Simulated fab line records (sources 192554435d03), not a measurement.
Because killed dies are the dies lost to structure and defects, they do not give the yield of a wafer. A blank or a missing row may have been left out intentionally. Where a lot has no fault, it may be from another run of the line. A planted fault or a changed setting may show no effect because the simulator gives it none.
A single fault, viewed from 2 desks | flow n5 finfet | only its own numbers are on each desk; what lay behind them is given at the end

METROLOGY DESK
What the gauges read, lot by lot, whatever tool the lot ran on: means of the sampled wafers that have a number. Marked OUT: a lot whose mean sits more than 4 standard deviations from the usual mean, which makes it out of limits; the brackets give that distance.
Columns: A = cd nm at N5_BEOL_M5_CD_MEAS_11, usual 27.91 nm; B = M5_OVL at N5_BEOL_M5_OVL_MEAS_12, usual 0.3 nm
lot  | first seen here | A                | B
L584 | day 8 09:19     | 27.76            | 0.4
L586 | day 9 02:21     | 28.11            | -0.1
L588 | day 9 05:37     | 28.06            | 0.6
L589 | day 9 18:13     | 27.94            | 1.0
L597 | day 11 15:07    | 26.76 (-4.8) OUT | 0.3
L596 | day 11 15:10    | 26.69 (-5.1) OUT | -0.6
L598 | day 12 02:22    | 27.20            | 0.5
L599 | day 12 15:08    | 27.96            | 0.6
L600 | day 12 17:44    | 27.78            | 0.3
L603 | day 13 03:45    | 28.25            | 0.5
L604 | day 13 22:49    | 27.79            | -0.1
This desk's finding: out of limits on L596, L597; first on L597, day 11 15:07 (cd nm at N5_BEOL_M5_CD_MEAS_11). Within limits: L584, L586, L588, L589, L598, L599, L600, L603, L604.

DESK OF THE TOOL OWNER: euv scanner-01
The tool's own readings at N5_BEOL_M5_EXPOSE_08 (exposes mask M5, target cd 28 nm): means of the sampled wafers that have a number, for each lot that ran on this tool. Marked OUT: a lot whose mean sits more than 4 standard deviations from the usual mean, which makes it out of limits; the brackets give that distance.
Columns: A = exposure dose mJ cm2 at N5_BEOL_M5_EXPOSE_08, usual 35.71
lot  | first seen here | A
L584 | day 8 09:11     | 35.66
L586 | day 9 02:14     | 35.65
L588 | day 9 05:29     | 35.65
L597 | day 11 15:00    | 33.95 (-37) OUT
L596 | day 11 15:02    | 33.89 (-38) OUT
L598 | day 12 02:15    | 34.55 (-24) OUT
This desk's finding: out of limits on L596, L597, L598; first on L597, day 11 15:00 (exposure dose mJ cm2 at N5_BEOL_M5_EXPOSE_08). Within limits: L584, L586, L588.

BROUGHT TOGETHER
The tool owner's desk could have raised an alarm at day 11 15:00, on L596, L597, L598.
On L596, L597, the metrology desk was in a position to raise an alarm at day 11 15:07.
The metrology desk holds a record of L598, inside its limits.
All the named lots went through N5_BEOL_M5_EXPOSE_08 on euv scanner-01.

WHAT THE SIMULATOR PUT IN
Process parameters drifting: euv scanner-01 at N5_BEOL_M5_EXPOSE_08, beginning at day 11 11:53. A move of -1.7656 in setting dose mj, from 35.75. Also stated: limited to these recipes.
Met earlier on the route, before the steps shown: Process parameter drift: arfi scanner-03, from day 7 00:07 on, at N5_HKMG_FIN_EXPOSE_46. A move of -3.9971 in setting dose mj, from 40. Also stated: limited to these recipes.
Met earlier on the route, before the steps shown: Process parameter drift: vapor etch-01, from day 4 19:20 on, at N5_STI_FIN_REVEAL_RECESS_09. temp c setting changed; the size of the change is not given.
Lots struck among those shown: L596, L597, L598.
Delay (hours) between the fault's onset and each desk's first out-of-limits reading: 3 at the tool owner's desk, 3 at the metrology desk.
